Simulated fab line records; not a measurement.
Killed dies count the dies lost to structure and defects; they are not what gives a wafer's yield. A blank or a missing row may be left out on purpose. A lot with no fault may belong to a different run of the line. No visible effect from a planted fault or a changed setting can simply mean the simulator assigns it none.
Matching of chambers || flow n5-finfet || N5_FIN_SAQP_FIN_ETCH_36 on rie-si-06: 4 sister chambers
The step etches the open film in HBr/Cl2/O2, target depth 120 nm, time 50.4 s. 8 wafers are shown with their chamber, then 11 later ones without.

WAFERS, EACH WITH ITS CHAMBER
{"wafer": "L075.3", "chamber": 3, "drypump-motor-current-A (A)": 5.3, "throttle-valve-pct (%)": 36.15}
{"wafer": "L085.1", "chamber": 1, "drypump-motor-current-A (A)": 4.9, "throttle-valve-pct (%)": 35.54}
{"wafer": "L085.2", "chamber": 2, "drypump-motor-current-A (A)": 4.8, "throttle-valve-pct (%)": 35.38}
{"wafer": "L085.3", "chamber": 0, "drypump-motor-current-A (A)": 5.5, "throttle-valve-pct (%)": 36.11}
{"wafer": "L086.3", "chamber": 1, "drypump-motor-current-A (A)": 4.9, "throttle-valve-pct (%)": 35.55}
{"wafer": "L086.5", "chamber": 0, "drypump-motor-current-A (A)": 5.5, "throttle-valve-pct (%)": 36.11}
{"wafer": "L086.6", "chamber": 3, "drypump-motor-current-A (A)": 5.3, "throttle-valve-pct (%)": 36.13}
{"wafer": "L087.3", "chamber": 2, "drypump-motor-current-A (A)": 4.9, "throttle-valve-pct (%)": 35.39}

WAFERS MISSING THEIR CHAMBER
{"wafer": "L087.4", "drypump-motor-current-A (A)": 5.2, "throttle-valve-pct (%)": 36.11}
{"wafer": "L087.5", "drypump-motor-current-A (A)": 4.9, "throttle-valve-pct (%)": 35.51}
{"wafer": "L088.1", "drypump-motor-current-A (A)": 4.9, "throttle-valve-pct (%)": 35.41}
{"wafer": "L088.4", "drypump-motor-current-A (A)": 5.5, "throttle-valve-pct (%)": 36.11}
{"wafer": "L088.5", "drypump-motor-current-A (A)": 4.9, "throttle-valve-pct (%)": 35.53}
{"wafer": "L092.1", "drypump-motor-current-A (A)": 5.5, "throttle-valve-pct (%)": 36.11}
{"wafer": "L092.2", "drypump-motor-current-A (A)": 4.9, "throttle-valve-pct (%)": 35.53}
{"wafer": "L092.5", "drypump-motor-current-A (A)": 5.3, "throttle-valve-pct (%)": 36.14}
{"wafer": "L094.1", "drypump-motor-current-A (A)": 4.8, "throttle-valve-pct (%)": 35.41}
{"wafer": "L094.2", "drypump-motor-current-A (A)": 4.9, "throttle-valve-pct (%)": 35.53}
{"wafer": "L094.4", "drypump-motor-current-A (A)": 5.3, "throttle-valve-pct (%)": 36.13}

WHICH CHAMBER EACH WENT THROUGH
{"wafer": "L087.4", "from the rows above": 3, "in truth": 3}
{"wafer": "L087.5", "from the rows above": 1, "in truth": 1}
{"wafer": "L088.1", "from the rows above": 2, "in truth": 2}
{"wafer": "L088.4", "from the rows above": 0, "in truth": 0}
{"wafer": "L088.5", "from the rows above": 1, "in truth": 1}
{"wafer": "L092.1", "from the rows above": 0, "in truth": 0}
{"wafer": "L092.2", "from the rows above": 1, "in truth": 1}
{"wafer": "L092.5", "from the rows above": 3, "in truth": 3}
{"wafer": "L094.1", "from the rows above": 2, "in truth": 2}
{"wafer": "L094.2", "from the rows above": 1, "in truth": 1}
{"wafer": "L094.4", "from the rows above": 3, "in truth": 3}
11 of 11 placed correctly. Can't be placed from these rows: 0. Placed wrongly: 0.
How it was worked out, from the rows above alone: a wafer's distance from a chamber is the root of the sum, over the readings, of the square of ((its reading less the chamber's mean) divided by the reading's scatter). The wafer belongs to the nearest chamber; if the next one is less than 2 further off, it can't be placed. For every chamber, the mean is computed from those of its wafers that are shown. The scatter is the square root of a quotient: the sum, over the shown wafers, of each reading's squared deviation from its chamber's mean, divided by wafers minus chambers.
